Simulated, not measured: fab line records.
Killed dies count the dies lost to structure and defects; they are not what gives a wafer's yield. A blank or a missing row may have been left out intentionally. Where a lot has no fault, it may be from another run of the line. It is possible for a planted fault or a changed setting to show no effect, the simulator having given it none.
fab line records | flow n5_finfet
record: lots: 8 wafers: 24 last_day: 16
route steps=1938 shown DUMMY_GATE@240 SD_EPI_N@277 SD_ACTIVATION@332 BEOL_M4@1111
lots with no fault: from the same line, run without faults
start_h: the number of hours between the record's first day and the start of the first shown wafer of the lot | wait_h: how many hours have passed since the lot's step before this one | " unchanged from the row above | L1.1+2: a single row standing in for several wafers | - no value, or no start was given | * or withheld: withheld | < > ~ a bound
route shown NAME@n: names a module that has steps shown in the file, with the first one's number in the route | usual: the fault-free wafers' mean and standard deviation | same: alike in all rows | chamber/n: place in a boat | sites: per-site readings | _std_site: the standard deviation of these | _edge_site: inner sites' mean taken away from outer sites' mean | radius_mm: how far each site lies from the wafer's centre | mask NAME#n: copy n | behind: the most recent tool/chamber to have shaped the wafer | hold: what put the lot on hold/how long, in hours/how the hold closed | device: the n, p or np transistor that did not switch | end of line: tests of these same wafers at the route's end | a step given without rows: its recipe and nothing more | killed: not the wafer's yield, but the dies lost to structure and defects at the first sort | map: dies across one wafer; x = killed, . = not, _ = none there
set.NAME: the setting as run; set.NAME@STEP: as run at that earlier step | model.NAME: the simulator's own value behind a step, which no gauge read
steps of the route over a sample of lots; a table a step, a row a wafer
services: when a tool's chamber went out of use (start_h, in hours from the record's first day, below 0 if earlier), for how many hours, and the reason
== steps ==
step: N5_DUMMY_GATE_TRIM_49
recipe: chemistry: O2 resist: SOC time_s: 29 target_cd_nm: 14 source_power_w: 300 bias_power_w: 0 O2_flow_sccm: 100 temp_c: 20
usual: drypump_motor_current_A: 5.8/0.37 oes_product_au: 1.003/0.021 throttle_valve_pct: 8.15/0.16
columns lot.wafer tool chamber start_h wait_h drypump_motor_current_A oes_product_au rf_hours_counter_h throttle_valve_pct
L235.4 rie_si-06 2 66.64 0.0 5.6 1.001 18 8.32
L235.5 " 2 " " 5.7 0.995 - 8.32
L235.6 " 3 " " 6.2 1.021 - 7.95
L236.4 rie_si-06 1 71.54 0.0 5.7 1.034 144 8.18
L236.5 " 2 " " 5.6 1.003 - 8.34
L236.6 " 3 " " 6.3 1.017 - 7.95
L240.1 rie_si-06 2 95.59 0.0 5.6 1.004 18 8.32
L240.3 " 1 " " 5.7 1.038 145 8.20
L240.5 " 1 " " 5.7 1.040 - 8.19
L243.1 rie_si-02 3 114.20 0.0 5.3 1.029 155 8.11
L243.2 " 1 " " 6.1 0.988 1 7.97
L243.3 " 0 " " 5.2 0.974 57 8.21
L244.3 rie_si-06 0 125.02 0.0 5.7 0.970 28 7.95
L244.4 " 2 " " 5.6 0.994 19 8.32
L244.5 " 2 " " 5.7 0.999 - 8.32
L247.2 rie_si-05 1 148.04 0.0 6.1 1.016 53 8.33
L247.3 " 0 " " 6.2 1.000 96 8.31
L247.6 " 2 " " 6.1 0.990 - 8.34
L250.3 rie_si-05 0 155.38 0.0 6.2 0.999 97 8.31
L250.4 " 2 " " 6.1 0.998 182 8.36
L250.6 " 3 " " 5.3 0.996 - 7.99
L251.1 rie_si-05 2 159.85 0.0 6.1 0.991 182 8.35
L251.3 " 3 " " 5.2 0.997 18 7.96
L251.4 " 0 " " 6.2 0.984 97 8.31
step: N5_DUMMY_GATE_STRIP_41
recipe: chemistry: O2 power_w: 400 temp_c: 40 pressure_mtorr: 30 rf_frequency_hz: 6e+07 bias_power_w: 0 overash_fraction: 0.3 o2_flow_sccm: 225
usual: drypump_motor_current_A: 5.9/0.35 oes_product_au: 0.79/0.095 rf_vpp_V: 3.7/0.47 showerhead_plenum_p_Torr: 2.12/0.059 throttle_valve_pct: 16.7/0.33
columns lot.wafer tool chamber start_h wait_h drypump_motor_current_A oes_product_au rf_hours_counter_h rf_vpp_V showerhead_plenum_p_Torr throttle_valve_pct
L235.4 rie_diel-03 1 66.90 0.0 6.1 0.78 - 3.8 2.19 17.0
L235.5 " 0 " " 5.6 0.97 - 3.4 2.05 16.0
L235.6 " 2 " " 6.3 0.69 - 3.7 2.07 16.8
L236.4 rie_diel-03 1 71.93 0.0 6.1 0.77 134 3.8 2.19 17.0
L236.5 " 0 " " 5.6 0.96 - 4.5 2.05 16.0
L236.6 " 3 " " 6.3 0.78 - 3.3 2.20 16.5
L240.1 rie_diel-04 1 95.84 0.0 5.6 0.70 191 4.4 2.17 16.7
L240.3 " 3 " " 5.4 0.81 91 4.1 2.12 16.6
L240.5 " 0 " " 6.3 0.68 - 4.2 2.07 17.1
L243.1 rie_diel-06 1 114.44 0.0 5.9 0.71 206 3.6 2.08 17.2
L243.2 " 0 " " 5.8 0.71 205 4.5 2.18 16.8
L243.3 " 2 " " 5.2 0.85 56 3.5 2.13 16.8
L244.3 rie_diel-06 2 125.27 0.0 5.2 0.85 61 4.0 2.13 16.8
L244.4 " 3 " " 5.8 0.66 - 2.9 2.15 16.7
L244.5 " 0 " " 5.7 0.70 - 4.3 2.17 16.8
L247.2 rie_diel-06 2 148.37 0.0 5.2 0.83 69 3.5 2.12 16.8
L247.3 " 1 " " 5.9 0.71 208 4.3 2.08 17.2
L247.6 " 0 " " 5.7 0.69 - 4.9 2.17 16.8
L250.3 rie_diel-03 1 155.70 0.0 6.1 0.75 160 3.4 2.18 17.0
L250.4 " 0 " " 5.7 0.91 41 3.0 2.04 16.1
L250.6 " 0 " " 5.7 0.90 - 2.6 2.04 16.1
L251.1 rie_diel-06 0 160.11 0.0 5.7 0.70 222 3.7 2.17 16.8
L251.3 " 1 " " 5.9 0.70 212 3.7 2.08 17.2
L251.4 " 2 " " 5.2 0.84 73 3.2 2.12 16.8
step: N5_SD_EPI_N_ETCHBACK_44
recipe: chemistry: CH3F/O2 mode: anisotropic_etchback target: SiNx target_depth_a: 145 stop_on: SiO2 over_etch_frac: 0.3 ion_energy_ev: 120 pressure_mtorr: 30 source_w: 395 bias_w: 73 Ar_flow_sccm: 150 CH3F_flow_sccm: 30 O2_flow_sccm: 20
usual: drypump_motor_current_A: 5.7/0.51 mfc_ar_sccm: 150.0/0.54 oes_product_au: 0.65/0.061 rf_vpp_V: 297.5/2.1 showerhead_plenum_p_Torr: 1.976/0.029 throttle_valve_pct: 16.40/0.26
same: over_etch_frac: 0.3
columns lot.wafer tool chamber start_h wait_h drypump_motor_current_A mfc_ar_sccm oes_product_au rf_hours_counter_h rf_vpp_V showerhead_plenum_p_Torr throttle_valve_pct
L235.4 rie_diel-01 2 70.27 0.0 5.7 150.6 0.60 224 293.8 1.977 16.75
L235.5 " 2 " " 5.7 149.3 0.60 - 294.2 1.977 16.75
L235.6 " 3 " " 4.8 149.5 0.66 - 298.6 2.001 16.47
L236.4 rie_diel-02 3 74.12 0.0 6.1 150.3 0.69 82 298.4 2.026 16.20
L236.5 " 1 " " 6.1 150.0 0.65 - 300.8 2.011 16.13
L236.6 " 2 " " 6.0 150.1 0.65 - 292.8 2.011 16.69
L240.1 rie_diel-02 0 97.98 0.0 5.6 149.6 0.69 85 297.8 1.943 16.30
L240.3 " 3 " " 6.0 149.5 0.68 90 296.0 2.023 16.24
L240.5 " 0 " " 5.6 150.2 0.69 - 297.7 1.943 16.32
L243.1 rie_diel-05 0 116.87 0.0 5.1 150.4 0.59 214 293.2 1.980 16.32
L243.2 " 3 " " 5.8 150.1 0.62 191 296.8 1.985 16.76
L243.3 " 1 " " 6.0 150.3 0.61 231 300.5 1.973 16.44
L244.3 rie_diel-02 2 127.34 0.0 6.0 150.2 0.65 154 294.5 2.004 16.77
L244.4 " 3 " " 6.1 150.4 0.67 101 296.9 2.019 16.25
L244.5 " 2 " " 5.9 150.1 0.65 - 294.8 2.004 16.75
L247.2 rie_diel-05 2 150.57 0.0 5.1 150.4 0.62 163 298.6 1.910 16.40
L247.3 " 1 " " 6.0 150.1 0.60 245 299.1 1.969 16.45
L247.6 " 3 " " 5.7 149.0 0.61 - 297.1 1.982 16.76
L250.3 rie_diel-01 3 157.94 0.0 4.8 150.2 0.63 188 299.9 1.989 16.55
L250.4 " 0 " " 6.5 150.2 0.75 - 296.7 1.955 15.91
L250.6 " 1 " " 5.7 149.8 0.59 - 300.5 1.966 16.45
L251.1 rie_diel-01 0 162.31 0.0 6.5 150.4 0.74 42 297.3 1.955 15.92
L251.3 " 2 " " 5.7 149.9 0.84 2 294.5 1.969 16.31
L251.4 " 1 " " 5.7 150.5 0.60 230 298.5 1.966 16.47
step: N5_SD_EPI_N_EPI_21
recipe: material: Si:P dopant: P temp_c: 680 pressure_torr: 255 time_s: 690
usual: epi_growth_time_s: 690/0
columns lot.wafer tool chamber start_h wait_h epi_growth_time_s
L235.4 epi_rpcvd-01 0 72.82 1.2 690
L235.5 " 0 " " 690
L235.6 " 0 " " 690
L236.4 epi_rpcvd-02 0 76.22 0.9 690
L236.5 " 0 " " 690
L236.6 " 0 " " 690
L240.1 epi_rpcvd-02 0 99.24 0.1 690
L240.3 " 0 " " 690
L240.5 " 0 " " 690
L243.1 epi_rpcvd-04 0 118.32 0.2 690
L243.2 " 0 " " 690
L243.3 " 0 " " 690
L244.3 epi_rpcvd-01 0 129.17 0.7 690
L244.4 " 0 " " 690
L244.5 " 0 " " 690
L247.2 epi_rpcvd-04 0 152.38 0.5 690
L247.3 " 0 " " 690
L247.6 " 0 153.87 1.9 690
L250.3 epi_rpcvd-01 0 159.75 0.7 690
L250.4 " 0 " " 518.84
L250.6 " 0 " " 690
L251.1 epi_rpcvd-01 0 163.59 0.1 518.84
L251.3 " 0 " " 690
L251.4 " 0 " " 518.84
step: N5_SD_EPI_N_EPI_MEAS_23
recipe: mode: xrd
usual: thk_nm: 59.0/1.1
columns lot.wafer tool chamber start_h wait_h thk_nm
L235.4 film_metro-02 - 74.00 0.8 59.1
L235.5 " - " " 60.1
L235.6 " - " " 59.5
L236.4 film_metro-02 - 77.10 0.6 57.8
L236.5 " - " " 59.1
L236.6 " - " " 61.2
L240.1 film_metro-02 - 100.95 1.4 60.3
L240.3 " - " " 59.6
L240.5 " - " " 59.3
L243.1 film_metro-01 - 120.60 1.9 60.7
L243.2 " - " " 60.0
L243.3 " - " " 59.1
L244.3 film_metro-01 - 130.34 0.9 57.9
L244.4 " - " " 58.7
L244.5 " - " " 57.1
L247.2 film_metro-02 - 154.29 1.5 59.1
L247.3 " - " " 59.0
L247.6 " - " " 58.3
L250.3 film_metro-02 - 160.91 0.9 57.8
L250.4 " - " " 49.3
L250.6 " - " " 59.0
L251.1 film_metro-01 - 165.33 1.5 47.7
L251.3 " - " " 57.6
L251.4 " - " " 45.8
step: N5_SD_ACTIVATION_RS_MEAS_03
recipe: thk_meas_gauge: four-point-probe
usual: RS_SD_N: 21.9/0.3 RS_SD_P: 56.1/0.82
columns lot.wafer tool chamber start_h wait_h RS_SD_N[ohm/sq] RS_SD_P[ohm/sq]
L235.4 film_metro-02 - 79.27 0.1 21.7 57.0
L235.5 " - " " 21.6 56.9
L235.6 " - " " 21.9 56.8
L236.4 film_metro-02 - 82.31 0.1 22.0 56.1
L236.5 " - " " 22.0 55.9
L236.6 " - " " 21.9 56.4
L240.1 film_metro-02 - 106.04 0.2 21.4 57.0
L240.3 " - " " 21.6 57.0
L240.5 " - " " 21.5 56.6
L243.1 film_metro-02 - 126.08 0.2 21.4 55.6
L243.2 " - " " 21.5 55.0
L243.3 " - " " 21.2 55.4
L244.3 film_metro-02 - 137.39 0.2 22.5 56.4
L244.4 " - " " 22.2 56.3
L244.5 " - " " 22.0 56.6
L247.2 film_metro-01 - 159.62 0.2 22.2 55.7
L247.3 " - " " 22.2 56.5
L247.6 " - " " 22.0 56.4
L250.3 film_metro-02 - 167.03 0.2 22.1 57.1
L250.4 " - " " 26.7 55.9
L250.6 " - " " 21.7 57.6
L251.1 film_metro-01 - 172.05 0.2 27.4 56.5
L251.3 " - " " 22.2 55.7
L251.4 " - " " 27.4 54.5
step: N5_BEOL_M4_RC_MEAS_101
usual: DIBL_N: 36.5/1.4 DIBL_P: 36.5/1.6 IOFF_N: 0.163/0.022 IOFF_P: 0.219/0.029 ION_N: 675/8.3 ION_P: 464/6.2 REXT_N: 74.7/1.6 RS_SD_N: 28.4/0.38 SS_N: 71.5/0.52 SS_P: 73.4/0.57 VT_N: 249.7/2.6 VT_P: -250/3
columns lot.wafer tool chamber start_h wait_h DIBL_N[mV/V] DIBL_P[mV/V] IOFF_N[nA/um] IOFF_P[nA/um] ION_N[uA/um] ION_P[uA/um] REXT_N[ohm.um] RS_SD_N[ohm/sq] SS_N[mV/dec] SS_P[mV/dec] VT_N[mV] VT_P[mV]
L235.4 prober-02 0 196.10 0.5 35.5 37.1 0.148 0.205 671 465 76.4 27.8 71.2 73.5 253.1 -252
L235.5 " 0 " " 36.6 38.6 0.168 0.224 675 460 76.6 27.9 71.8 73.5 249.6 -252
L235.6 " 0 " " 34.2 34.9 0.125 0.172 659 456 76.9 28.1 70.9 72.6 253.6 -254
L236.4 prober-02 0 211.63 0.5 38.0 38.5 0.187 0.234 682 462 69.6 28.6 72.1 74.0 247.6 -249
L236.5 " 0 " " 37.2 37.4 0.190 0.208 691 466 69.0 28.5 72.5 72.4 245.4 -251
L236.6 " 0 " " 37.7 38.7 0.194 0.236 687 461 70.3 28.6 72.0 73.9 246.8 -251
L240.1 prober-01 0 214.70 0.0 33.8 32.7 0.120 0.196 666 468 76.7 27.8 71.6 72.4 251.9 -247
L240.3 " 0 " " 36.2 35.5 0.155 0.244 671 464 77.7 27.9 71.3 73.1 249.2 -247
L240.5 " 0 " " 35.3 34.8 0.140 0.230 676 472 76.6 27.8 71.5 72.8 250.8 -248
L243.1 prober-02 0 231.98 0.0 35.2 36.0 0.148 0.232 675 468 74.1 28.1 70.5 72.0 250.1 -248
L243.2 " 0 " " 36.1 36.6 0.172 0.246 668 468 74.8 27.8 71.4 72.3 247.9 -247
L243.3 " 0 " " 38.4 39.9 0.212 0.302 682 472 74.5 27.9 71.5 73.9 244.5 -244
L244.3 prober-02 0 248.31 0.3 35.3 34.8 0.152 0.225 682 475 73.9 29.1 71.4 72.7 248.2 -247
L244.4 " 0 " " 36.1 35.7 0.169 0.241 677 469 74.1 28.7 71.4 73.3 247.0 -247
L244.5 " 0 " " 35.1 34.3 0.143 0.211 679 467 73.4 29.0 71.5 72.6 249.3 -250
L247.2 prober-01 0 279.40 0.2 38.6 37.1 0.181 0.226 682 462 76.9 28.5 72.3 73.7 246.5 -251
L247.3 " 0 " " 38.1 36.5 0.173 0.205 678 456 76.3 28.7 72.3 73.7 248.6 -253
L247.6 " 0 " " 38.4 36.5 0.177 0.205 665 450 77.1 28.8 71.2 73.2 249.0 -254
L250.3 prober-01 0 283.00 0.3 37.9 38.8 0.177 0.227 684 464 73.9 28.4 71.6 73.8 247.7 -250
L250.4 " 0 " " 38.8 39.5 0.181 0.243 671 465 80.4 35.3 71.8 74.3 249.0 -249
L250.6 " 0 " " 39.1 39.8 0.197 0.247 685 468 74.0 28.2 71.8 74.1 247.4 -246
L251.1 prober-02 0 285.77 0.0 37.6 37.0 0.170 0.219 671 461 82.5 35.3 71.7 73.5 251.0 -250
L251.3 " 0 " " 37.7 38.1 0.195 0.232 694 469 75.3 29.0 71.5 73.2 247.1 -251
L251.4 " 0 " " 38.7 38.3 0.196 0.244 671 465 81.7 35.3 71.7 73.7 248.0 -250
== services ==
columns tool chamber start_h hours kind
rie_si-02 0 44.25 2.0 repair
rie_diel-01 1 50.00 2.5 repair
rie_diel-02 - 55.82 15.6 pm
rie_si-05 1 59.26 2.9 repair
rie_diel-05 0 62.35 5.0 repair
rie_diel-01 1 88.68 15.3 repair
rie_diel-03 2 103.59 - clean
rie_diel-03 2 103.59 - consumable_replace:focus_ring
rie_diel-03 2 103.59 19.6 scheduled_down
rie_diel-03 2 103.59 19.6 vent_cycle
rie_si-05 2 110.76 3.6 repair
rie_diel-06 1 114.71 23.0 repair
rie_diel-06 3 114.84 4.0 repair
rie_diel-01 1 126.77 8.7 repair
rie_diel-01 2 136.93 - clean
rie_diel-06 3 138.00 - clean
rie_diel-06 3 138.00 - consumable_replace:focus_ring
rie_diel-06 3 138.00 20.4 scheduled_down
rie_diel-06 3 138.00 20.4 vent_cycle
rie_diel-04 1 139.91 2.5 repair
rie_diel-03 1 140.98 6.8 repair
rie_diel-05 0 141.50 9.7 repair
rie_diel-04 - 163.06 1.1 repair
rie_diel-05 1 163.92 15.8 repair
== key ==
first_sign: step: N5_SD_EPI_N_EPI_21 reading: epi_growth_time_s direction: down sigmas: 99+ usual: * struck: *
effect: step: N5_SD_EPI_N_EPI_MEAS_23 reading: thk_nm direction: down sigmas: 10 usual: * struck: *
effect: step: N5_SD_ACTIVATION_RS_MEAS_03 reading: RS_SD_N direction: up sigmas: 17 usual: 21.9 struck: 27.2
effect: step: N5_BEOL_M4_RC_MEAS_101 reading: RS_SD_N direction: up sigmas: 18 usual: 28.4 struck: 35.3
effect: step: N5_BEOL_M4_RC_MEAS_101 reading: REXT_N direction: up sigmas: 4.3 usual: 74.7 struck: 81.5
met_at N5_SD_EPI_N_EPI_21
struck_lots L250,L251
struck_wafers L250.4,L251.1,L251.4
not_acting_at N5_DUMMY_GATE_TRIM_49,N5_DUMMY_GATE_STRIP_41,N5_SD_EPI_N_ETCHBACK_44
onset_between 129.17 159.75
fault: kind: process_parameter_drift tool: epi_rpcvd-01 chamber: - onset_h: 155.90 steps: N5_SD_EPI_N_EPI_21 channel: epi_growth_time_s offset: * shape: step end_h: 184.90 scope: struck_wafers_only stated: *
